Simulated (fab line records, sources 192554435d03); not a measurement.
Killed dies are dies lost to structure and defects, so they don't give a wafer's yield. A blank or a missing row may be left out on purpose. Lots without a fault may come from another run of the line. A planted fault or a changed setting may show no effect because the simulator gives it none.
Chamber matching | flow n5_finfet | N5_BEOL_M12_ETCH_67 on rie_diel-04: 4 sister chambers
The step etches SiARC in CF4, target depth 143 nm, time 238.3 s. 22 wafers are shown with their chamber, then 11 later ones without.

WAFERS WITH THEIR CHAMBER
wafer  | chamber | drypump_motor_current_A (A) | showerhead_plenum_p_Torr (Torr) | throttle_valve_pct (%)
L074.3 | 1       | 6.4                         | 2.16                            | 15.64
L074.4 | 2       | 4.9                         | 2.13                            | 15.30
L074.6 | 0       | 5.7                         | 2.12                            | 15.21
L076.1 | 1       | 6.3                         | 2.16                            | 15.65
L076.4 | 0       | 5.7                         | 2.11                            | 15.23
L076.6 | 2       | 4.9                         | 2.12                            | 15.31
L077.3 | 1       | 6.3                         | 2.16                            | 15.65
L077.5 | 2       | 4.9                         | 2.12                            | 15.32
L077.6 | 1       | 6.4                         | 2.16                            | 15.64
L080.2 | 2       | 4.9                         | 2.12                            | 15.32
L080.3 | 3       | 6.6                         | 2.18                            | 15.14
L080.5 | 3       | 6.6                         | 2.18                            | 15.12
L078.2 | 1       | 6.4                         | 2.16                            | 15.67
L078.4 | 3       | 6.6                         | 2.18                            | 15.15
L078.6 | 1       | 6.3                         | 2.16                            | 15.66
L085.1 | 0       | 5.7                         | 2.11                            | 15.26
L085.2 | 3       | 6.5                         | 2.18                            | 15.15
L085.3 | 2       | 4.9                         | 2.12                            | 15.36
L089.2 | 3       | 6.5                         | 2.18                            | 15.17
L089.4 | 0       | 5.8                         | 2.11                            | 15.29
L089.6 | 1       | 6.4                         | 2.15                            | 15.69
L090.2 | 1       | 6.4                         | 2.15                            | 15.72

SIGNATURES (means of the wafers above)
reading                  | chamber 0 | chamber 1 | chamber 2 | chamber 3 | scatter within a chamber
drypump_motor_current_A  | 5.725     | 6.362     | 4.900     | 6.560     | 0.0461
showerhead_plenum_p_Torr | 2.1125    | 2.1575    | 2.1220    | 2.1800    | 0.00412
throttle_valve_pct       | 15.2475   | 15.6650   | 15.3220   | 15.1460   | 0.0263
Rule: a wafer's distance from a chamber is the root of the sum, over the readings, of the square of ((its reading less the chamber's mean) divided by the reading's scatter). The wafer belongs to the nearest chamber; if the next one is less than 2 further off, it can't be placed. The scatter: the root of (the sum of the squares of (reading less its chamber's mean) over the shown wafers, divided by (wafers less chambers)).

WAFERS WITHOUT THEIR CHAMBER
wafer  | drypump_motor_current_A (A) | showerhead_plenum_p_Torr (Torr) | throttle_valve_pct (%)
L090.4 | 4.9                         | 2.11                            | 15.37
L090.5 | 5.7                         | 2.10                            | 15.30
L093.1 | 4.9                         | 2.11                            | 15.38
L093.5 | 6.4                         | 2.15                            | 15.70
L093.6 | 4.9                         | 2.11                            | 15.38
L094.2 | 4.9                         | 2.11                            | 15.39
L094.3 | 6.4                         | 2.15                            | 15.71
L094.4 | 6.6                         | 2.17                            | 15.21
L092.1 | 6.5                         | 2.17                            | 15.21
L092.4 | 6.3                         | 2.15                            | 15.73
L092.6 | 6.5                         | 2.17                            | 15.21

WHICH CHAMBER EACH WENT THROUGH
wafer  | from the rows above | in truth
L090.4 | 2                   | 2
L090.5 | 0                   | 0
L093.1 | 2                   | 2
L093.5 | 1                   | 1
L093.6 | 2                   | 2
L094.2 | 2                   | 2
L094.3 | 1                   | 1
L094.4 | 3                   | 3
L092.1 | 3                   | 3
L092.4 | 1                   | 1
L092.6 | 3                   | 3
Placed correctly: 11 of 11. Can't be placed from these rows: 0. Placed wrongly: 0.
